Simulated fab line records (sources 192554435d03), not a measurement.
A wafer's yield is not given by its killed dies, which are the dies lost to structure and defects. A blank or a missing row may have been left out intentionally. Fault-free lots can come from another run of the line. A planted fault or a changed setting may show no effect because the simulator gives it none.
2 desks looking at one fault    flow n5 finfet    only its own numbers are on each desk; what lay behind them is given at the end

## AT THE TOOL OWNER'S DESK: cvd co-01
The tool's own readings at N5_BEOL_M7_CVD_78 (deposits Co from CCTBA/H2, target thk 2 nm, time 142.3 s): means of the sampled wafers that have a number, for each lot that ran on this tool. If a lot's mean is further than 4 standard deviations from the usual mean, the lot is out of limits and carries the mark OUT (the distance appears in the brackets).
Columns: A = chamber pressure Torr at N5_BEOL_M7_CVD_78, usual 29.99 Torr; B = run length s at N5_BEOL_M7_CVD_78, usual 165.5 s
lot   first seen here  A      B
L276  day 9 21:03      30.07  165.4
L279  day 10 12:34     29.93  165.4
L285  day 14 21:32     29.92  164.3
This desk's verdict: no lot among the 3 shows anything out of limits.

## THE METROLOGY DESK
What the gauges read, lot by lot, whatever tool the lot ran on: means of the sampled wafers that have a number. If a lot's mean is further than 4 standard deviations from the usual mean, the lot is out of limits and carries the mark OUT (the distance appears in the brackets).
Columns: A = trench depth nm at N5_BEOL_M7_OCD_MEAS_38, usual 93.5 nm; B = cd nm at N5_BEOL_M7_CD_MEAS_35, usual 39.9 nm
lot   first seen here  A     B
L276  day 9 19:13      92.8  40.1
L279  day 10 09:41     93.4  40.1
L285  day 14 18:33     93.2  39.7
L296  day 16 05:33     94.0  39.4
L293  day 16 05:46     93.3  39.2
This desk's verdict: no lot among the 5 shows anything out of limits.

## BROUGHT TOGETHER
Nothing out of limits was seen by the tool owner's desk.
Metrology desk: nothing out of limits seen.

## WHAT THE SIMULATOR HAD INSERTED
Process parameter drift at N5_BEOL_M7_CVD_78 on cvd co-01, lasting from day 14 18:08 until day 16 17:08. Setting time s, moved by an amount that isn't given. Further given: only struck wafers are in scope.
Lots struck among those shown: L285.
